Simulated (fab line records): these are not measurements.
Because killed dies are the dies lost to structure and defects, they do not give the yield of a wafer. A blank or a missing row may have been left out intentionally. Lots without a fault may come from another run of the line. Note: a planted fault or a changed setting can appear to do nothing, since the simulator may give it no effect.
Struck lot and sound lot, side by side | flow nandHarc | 25 out of 1159 route steps
Sound: these wafers, L849.1, L849.3, L849.6. Struck: wafers L859.2, L859.5. (L859.6 of the same lot was not struck and is left out.) The cause comes at the end.
Each step with rows lists, per side, the tool, then ch with its chambers, then its first start. Under that, the readings that differ: sound wafers | struck wafers | difference of the means | sigmas: that difference in standard deviations of wafers without a fault.
alike: words and numbers the same on both sides, and readings whose means are apart by under 2 such deviations; not compared: readings that were withheld, readings missing a value for some wafer, numbers with overlapping values and no deviation given by the record, and bounds like >300 which may hide the same value.
Wherever a step has rows on one side only, a row that says differs or no value, or a row with sigmas, the two part there. Non-overlapping numbers with no deviation appear without sigmas and do not part them. A reading missing from all wafers of one side parts the sides only when that side holds two or more wafers.

first, 1 step without rows for these wafers: NHARC_A_M0_SRD_25.
NHARC_A_M0_INSPECT_27:
  sound on defectInspect-01 at day 18 17:40; struck on defectInspect-02 at day 20 07:21
  alike: rawDefectCount
NHARC_A_M0_PRE_CLEAN_31: time 12 s.
  sound on pecvd-02 ch 0,1,2, day 18 18:43; struck on pecvd-01 ch 0,1, day 20 07:26
  alike: heaterPowerW
NHARC_A_M0_DEP_32: deposits SiCN, target thk 30 nm.
  sound on pecvd-02 ch 0,1,2, day 18 18:47; struck on pecvd-01 ch 0,1, day 20 07:35
  alike: heaterPowerW
then, 7 steps without rows for these wafers: NHARC_A_M1_DEP_00 (deposits SiOC, target thk 182.5 nm); NHARC_A_M1_DEHYDRATE_01 (time 120 s); NHARC_A_M1_HMDS_02 (time 30 s); NHARC_A_M1_COAT_34 (time 65 s); NHARC_A_M1_COAT_03 (resist thk 90 nm); NHARC_A_M1_SOFTBAKE_04 (time 55 s); NHARC_A_M1_EBR_05.
NHARC_A_M1_EXPOSE_06: exposes mask A M1, target cd 120 nm.
  sound on arfiScanner-02 ch 0, day 18 19:55; struck on arfiScanner-02 ch 0, day 20 08:37
  alike: mask
then, 2 steps without rows for these wafers: NHARC_A_M1_PEB_07 (peb time 65 s); NHARC_A_M1_DEVELOP_08 (develop time 35 s).
NHARC_A_M1_CD_MEAS_09: the cd target is 120 nm.
  sound on cdSem-02 ch 0, day 18 20:03; struck on cdSem-01 ch 0, day 20 08:45
reading   | sound             | struck      | difference | sigmas
cdNm (nm) | 120.2 120.8 120.4 | 131.3 130.4 | +10.4      | +19
NHARC_A_M1_OVL_MEAS_10: pitch 240 nm.
  sound on overlay-02 at day 18 20:08; struck on overlay-01 at day 20 08:50
  alike: overlayXNm, overlayYNm
NHARC_A_M1_INSPECT_11:
  sound on defectInspect-01 at day 18 20:11; struck on defectInspect-01 at day 20 08:53
  alike: rawDefectCount
NHARC_A_M1_DESCUM_14: chemistry O2, time 3 s.
  sound on rieDiel-12 ch 0,1,3, day 18 20:15; struck on rieDiel-01 ch 0, day 20 08:56
reading                      | sound                | struck        | difference | sigmas
showerheadPlenumPTorr (Torr) | 1.93 1.80 1.85       | 2.05 2.05     | +0.19      | +2
throttleValvePct (%)         | 11.310 11.303 11.286 | 11.318 11.329 | +0.024     | +3
model.A_M1.cdNm (nm)         | 120.4 121 120        | 131.8 130.9   | +10.9      | 
  alike: drypumpMotorCurrentA, oesProductAu, rfVppV
  not compared: rfHoursCounterH
NHARC_A_M1_ETCH_35: etches the open film in N2/H2, target depth 40 nm, overetch 12 nm, time 43.94 s.
  sound on rieDiel-12 ch 1,3, day 18 20:21; struck on rieDiel-01 ch 0,2, day 20 09:02
  alike: drypumpMotorCurrentA, oesProductAu, rfVppV, showerheadPlenumPTorr, throttleValvePct
  not compared: rfHoursCounterH
NHARC_A_M1_ETCH_15: etches the open film in C4F8/Ar, target depth 182.5 nm, time 91.2 s.
  sound on rieDiel-12 ch 0,3; struck on rieDiel-01 ch 2,3
  alike: oesProductAu, rfVppV
  not compared: rfHoursCounterH
NHARC_A_M1_CD_MEAS_16:
  sound on cdSem-02 at day 18 20:36; struck on cdSem-01 at day 20 09:15
reading   | sound             | struck      | difference | sigmas
cdNm (nm) | 120.4 120.7 120.1 | 131.3 131.0 | +10.8      | +15
NHARC_A_M1_STRIP_18: strips in N2/H2.
  sound on rieDiel-01 ch 0,1,2, day 18 20:42; struck on rieDiel-10 ch 0,1, day 20 09:25
reading    | sound          | struck    | difference | sigmas
rfVppV (V) | 90.9 93.0 91.1 | 89.5 89.3 | -2.3       | -2
  alike: drypumpMotorCurrentA, oesProductAu, showerheadPlenumPTorr, throttleValvePct
  not compared: rfHoursCounterH
NHARC_A_M1_ETCH_28: etches the open film in CF4/N2, target depth 30 nm, time 72.99 s.
  sound on rieDiel-01 ch 0,3; struck on rieDiel-10 ch 0,2
reading              | sound           | struck      | difference | sigmas
model.A_M1.cdNm (nm) | 120.4 121 120.2 | 132.2 132.5 | +11.8      | 
  alike: drypumpMotorCurrentA, oesProductAu, rfVppV, showerheadPlenumPTorr, throttleValvePct
  not compared: rfHoursCounterH
then, 1 step without rows for these wafers: NHARC_A_M1_STRIP_19 (strips in post etch residue remover, time 600 s).
NHARC_END_SORT_01:
  at this point the record logs the struck wafers (prober-02 ch 0, day 22 03:39) and has no rows for the sound ones

## WHERE THEY PART
Earliest at NHARC_A_M1_CD_MEAS_09; latest, in this record, at NHARC_END_SORT_01.

WHY: the cause the simulator had injected
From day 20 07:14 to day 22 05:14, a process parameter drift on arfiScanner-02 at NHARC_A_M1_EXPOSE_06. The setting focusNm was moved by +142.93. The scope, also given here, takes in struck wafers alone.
